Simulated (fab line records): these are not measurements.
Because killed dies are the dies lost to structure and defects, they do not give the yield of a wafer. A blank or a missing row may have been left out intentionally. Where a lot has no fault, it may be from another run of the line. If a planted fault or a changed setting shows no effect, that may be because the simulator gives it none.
Split-lot experiment :: flow n5Finfet :: 39 wafers read across 7 lots, on a route 1938 steps long

ABOUT THE SPLIT
At N5_BEOL_M10_HM_DEP_02 (deposits TiN, target thk 20 nm), the setting targetThkA was moved away from the recipe's 200 angstrom on 12 of the 39 wafers read, by -36.3% to +33.6%. All remaining wafers had this setting at the recipe value.

FROM THE SPLIT TO THE READING: what the file shows between them, 4 steps
- N5_BEOL_M10_COAT_59: time 60 s, resist thk 100 nm
- N5_BEOL_M10_COAT_60: time 60 s, resist thk 30 nm
- N5_BEOL_M10_STRIP_68: strips in N2/H2
- N5_BEOL_M10_STRIP_67: strips in CF4

THE READING
etch.depthNm (the simulator's own value, which no gauge read), in nm, at N5_BEOL_M10_HM_OPEN_17 (chemistry Cl2/BCl3, target TiN, target depth 20 nm, overetch 6 nm). There is no usual value for it anywhere in the file. Here, 27 wafers ran the recipe; their average is 19.95 nm with a standard deviation of 0.2 nm.

wafer: L074.3
tool, chamber at the split: pvdSputter-02, -
targetThkA as run, angstrom: 200
against the recipe: recipe
etch.depthNm, nm: 20.04
against lot-mates on the recipe: -

wafer: L074.5
tool, chamber at the split: pvdSputter-02, -
targetThkA as run, angstrom: 200
against the recipe: recipe
etch.depthNm, nm: 20.04
against lot-mates on the recipe: -

wafer: L074.6
tool, chamber at the split: pvdSputter-02, -
targetThkA as run, angstrom: 200
against the recipe: recipe
etch.depthNm, nm: 19.94
against lot-mates on the recipe: -

wafer: L077.1
tool, chamber at the split: pvdSputter-02, -
targetThkA as run, angstrom: 200
against the recipe: recipe
etch.depthNm, nm: 19.94
against lot-mates on the recipe: -

wafer: L077.2
tool, chamber at the split: pvdSputter-02, -
targetThkA as run, angstrom: 200
against the recipe: recipe
etch.depthNm, nm: 19.97
against lot-mates on the recipe: -

wafer: L077.3
tool, chamber at the split: pvdSputter-02, -
targetThkA as run, angstrom: 200
against the recipe: recipe
etch.depthNm, nm: 19.99
against lot-mates on the recipe: -

wafer: L077.4
tool, chamber at the split: pvdSputter-02, -
targetThkA as run, angstrom: 200
against the recipe: recipe
etch.depthNm, nm: 19.96
against lot-mates on the recipe: -

wafer: L077.5
tool, chamber at the split: pvdSputter-02, -
targetThkA as run, angstrom: 200
against the recipe: recipe
etch.depthNm, nm: 20.09
against lot-mates on the recipe: -

wafer: L077.6
tool, chamber at the split: pvdSputter-02, -
targetThkA as run, angstrom: 200
against the recipe: recipe
etch.depthNm, nm: 19.91
against lot-mates on the recipe: -

wafer: L078.1
tool, chamber at the split: pvdSputter-02, -
targetThkA as run, angstrom: 200
against the recipe: recipe
etch.depthNm, nm: 19.89
against lot-mates on the recipe: -

wafer: L078.2
tool, chamber at the split: pvdSputter-02, -
targetThkA as run, angstrom: 200
against the recipe: recipe
etch.depthNm, nm: 20.19
against lot-mates on the recipe: -

wafer: L078.3
tool, chamber at the split: pvdSputter-02, -
targetThkA as run, angstrom: 267.2
against the recipe: +33.6%
etch.depthNm, nm: 26.64
against lot-mates on the recipe: +6.69

wafer: L078.4
tool, chamber at the split: pvdSputter-02, -
targetThkA as run, angstrom: 200
against the recipe: recipe
etch.depthNm, nm: 19.77
against lot-mates on the recipe: -

wafer: L078.5
tool, chamber at the split: pvdSputter-02, -
targetThkA as run, angstrom: 267.2
against the recipe: +33.6%
etch.depthNm, nm: 26.65
against lot-mates on the recipe: +6.70

wafer: L078.6
tool, chamber at the split: pvdSputter-02, -
targetThkA as run, angstrom: 267.2
against the recipe: +33.6%
etch.depthNm, nm: 26.41
against lot-mates on the recipe: +6.46

wafer: L081.1
tool, chamber at the split: pvdSputter-02, -
targetThkA as run, angstrom: 235.4
against the recipe: +17.7%
etch.depthNm, nm: 23.83
against lot-mates on the recipe: +3.52

wafer: L081.2
tool, chamber at the split: pvdSputter-02, -
targetThkA as run, angstrom: 235.4
against the recipe: +17.7%
etch.depthNm, nm: 23.81
against lot-mates on the recipe: +3.50

wafer: L081.3
tool, chamber at the split: pvdSputter-02, -
targetThkA as run, angstrom: 235.4
against the recipe: +17.7%
etch.depthNm, nm: 23.89
against lot-mates on the recipe: +3.58

wafer: L081.4
tool, chamber at the split: pvdSputter-02, -
targetThkA as run, angstrom: 200
against the recipe: recipe
etch.depthNm, nm: 20.16
against lot-mates on the recipe: -

wafer: L081.5
tool, chamber at the split: pvdSputter-02, -
targetThkA as run, angstrom: 200
against the recipe: recipe
etch.depthNm, nm: 20.2
against lot-mates on the recipe: -

wafer: L081.6
tool, chamber at the split: pvdSputter-02, -
targetThkA as run, angstrom: 200
against the recipe: recipe
etch.depthNm, nm: 20.57
against lot-mates on the recipe: -

wafer: L086.1
tool, chamber at the split: pvdSputter-01, -
targetThkA as run, angstrom: 200
against the recipe: recipe
etch.depthNm, nm: 19.57
against lot-mates on the recipe: -

wafer: L086.2
tool, chamber at the split: pvdSputter-01, -
targetThkA as run, angstrom: 200
against the recipe: recipe
etch.depthNm, nm: 19.97
against lot-mates on the recipe: -

wafer: L086.3
tool, chamber at the split: pvdSputter-01, -
targetThkA as run, angstrom: 200
against the recipe: recipe
etch.depthNm, nm: 19.74
against lot-mates on the recipe: -

wafer: L086.6
tool, chamber at the split: pvdSputter-01, -
targetThkA as run, angstrom: 200
against the recipe: recipe
etch.depthNm, nm: 19.74
against lot-mates on the recipe: -

wafer: L086.4
tool, chamber at the split: pvdSputter-01, -
targetThkA as run, angstrom: 200
against the recipe: recipe
etch.depthNm, nm: 19.98
against lot-mates on the recipe: -

wafer: L086.5
tool, chamber at the split: pvdSputter-01, -
targetThkA as run, angstrom: 200
against the recipe: recipe
etch.depthNm, nm: 19.7
against lot-mates on the recipe: -

wafer: L087.1
tool, chamber at the split: pvdSputter-01, -
targetThkA as run, angstrom: 127.4
against the recipe: -36.3%
etch.depthNm, nm: 12.39
against lot-mates on the recipe: -7.42

wafer: L087.2
tool, chamber at the split: pvdSputter-01, -
targetThkA as run, angstrom: 200
against the recipe: recipe
etch.depthNm, nm: 19.89
against lot-mates on the recipe: -

wafer: L087.3
tool, chamber at the split: pvdSputter-01, -
targetThkA as run, angstrom: 200
against the recipe: recipe
etch.depthNm, nm: 19.76
against lot-mates on the recipe: -

wafer: L087.4
tool, chamber at the split: pvdSputter-01, -
targetThkA as run, angstrom: 127.4
against the recipe: -36.3%
etch.depthNm, nm: 12.36
against lot-mates on the recipe: -7.45

wafer: L087.5
tool, chamber at the split: pvdSputter-01, -
targetThkA as run, angstrom: 127.4
against the recipe: -36.3%
etch.depthNm, nm: 12.59
against lot-mates on the recipe: -7.22

wafer: L087.6
tool, chamber at the split: pvdSputter-01, -
targetThkA as run, angstrom: 200
against the recipe: recipe
etch.depthNm, nm: 19.77
against lot-mates on the recipe: -

wafer: L093.1
tool, chamber at the split: pvdSputter-02, -
targetThkA as run, angstrom: 169.5
against the recipe: -15.2%
etch.depthNm, nm: 16.7
against lot-mates on the recipe: -3.22

wafer: L093.2
tool, chamber at the split: pvdSputter-02, -
targetThkA as run, angstrom: 169.5
against the recipe: -15.2%
etch.depthNm, nm: 16.75
against lot-mates on the recipe: -3.17

wafer: L093.3
tool, chamber at the split: pvdSputter-02, -
targetThkA as run, angstrom: 169.5
against the recipe: -15.2%
etch.depthNm, nm: 17.06
against lot-mates on the recipe: -2.86

wafer: L093.4
tool, chamber at the split: pvdSputter-02, -
targetThkA as run, angstrom: 200
against the recipe: recipe
etch.depthNm, nm: 19.85
against lot-mates on the recipe: -

wafer: L093.5
tool, chamber at the split: pvdSputter-02, -
targetThkA as run, angstrom: 200
against the recipe: recipe
etch.depthNm, nm: 20.09
against lot-mates on the recipe: -

wafer: L093.6
tool, chamber at the split: pvdSputter-02, -
targetThkA as run, angstrom: 200
against the recipe: recipe
etch.depthNm, nm: 19.81
against lot-mates on the recipe: -

FIT RESULTS
A straight line over all 39 wafers: etch.depthNm changes by +0.204 nm for each +1% of targetThkA; r = +1.00; the points scatter about the line by 0.21 nm.
The same after taking each lot's own level away (the mean of its wafers on the recipe; 39 wafers): +0.2 nm for each +1%; r = +1.00; scatter 0.13 nm.
Per that fit: largest targetThkA move, reading shift of 7.3 nm.
The lots' own levels span 19.783 to 20.310 nm, that is 2.7 times the standard deviation above.
The two slopes agree, so the slope changes little with the lot-to-lot level.
Check: for one of the wafers moved furthest among these (-36.3%), held out of the fit, the line's prediction against its lot-mates is -7.26 nm. It came out at -7.42 nm against them.

THESE WAFERS: OTHER SPLITS
Before the reading, these wafers also passed through other splits. Each is held against what the fit with the lots' levels taken away leaves over:
other split on the same wafers: N5_BEOL_M8_TRENCH_ETCH_37 targetDepthA
wafers away from the commonest value: 18
r with etch.depthNm (lot level and that fit taken away): +0.14

THE WHOLE CHAIN: every reading that the file lists as answering this split, in the file's order
step: N5_BEOL_M10_HM_DEP_02
what it does: deposits TiN, target thk 20 nm
reading: TiN_of_BEOL_M10_HM_DEP_02.thkNm (the simulator's own value, which no gauge read)
change (the file's fit): +0.201 nm for each +1% of the setting
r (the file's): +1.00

step: N5_BEOL_M10_HM_OPEN_17
what it does: chemistry Cl2/BCl3, target TiN, target depth 20 nm, overetch 6 nm
reading: etch.depthNm (the simulator's own value, which no gauge read)
change (the file's fit): +0.2 nm for each +1% of the setting
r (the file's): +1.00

THE FILE'S OWN FIT
etch.depthNm changes by +0.2 nm for each +1% of targetThkA, r = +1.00.
